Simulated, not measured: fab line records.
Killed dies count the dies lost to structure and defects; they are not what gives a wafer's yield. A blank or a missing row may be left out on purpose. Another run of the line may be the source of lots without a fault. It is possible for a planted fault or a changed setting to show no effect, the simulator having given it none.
Chamber matching    flow n5 finfet    N5_BEOL_M1_ETCH_64 on rie diel-06: 4 sister chambers
The step etches SOC in N2/H2, target depth 75 nm, overetch 15 nm, time 112.5 s. 4 wafers are shown with their chamber, then 9 later ones without.

== WAFERS WITH THEIR CHAMBER ==
wafer   chamber  showerhead plenum p Torr (Torr)
L085.4  2        2.48
L086.2  1        2.71
L086.4  0        2.43
L086.6  3        2.35

== WAFERS WITH NO CHAMBER GIVEN ==
wafer   showerhead plenum p Torr (Torr)
L087.1  2.35
L087.2  2.43
L087.3  2.71
L089.1  2.43
L089.3  2.35
L089.4  2.35
L094.1  2.47
L094.2  2.70
L094.3  2.43

== WHICH CHAMBER EACH WENT THROUGH ==
wafer   from the rows above  in truth
L087.1  3                    3
L087.2  0                    0
L087.3  1                    1
L089.1  0                    0
L089.3  3                    3
L089.4  3                    3
L094.1  2                    2
L094.2  1                    1
L094.3  0                    0
9 of 9 placed correctly. Number that these rows cannot place: 0. 0 placed wrongly.
How it was worked out, from the rows above alone: a wafer's distance from a chamber is the root of the sum, over the readings, of the square of ((its reading less the chamber's mean) divided by the reading's scatter). If the next closest chamber is less than 2 further off than the closest, the wafer can't be placed; otherwise it belongs to the closest. A chamber's mean is the mean of its shown wafers. The scatter: root of mean squared gap, hidden wafer to nearest shown wafer, with one shown wafer a chamber.
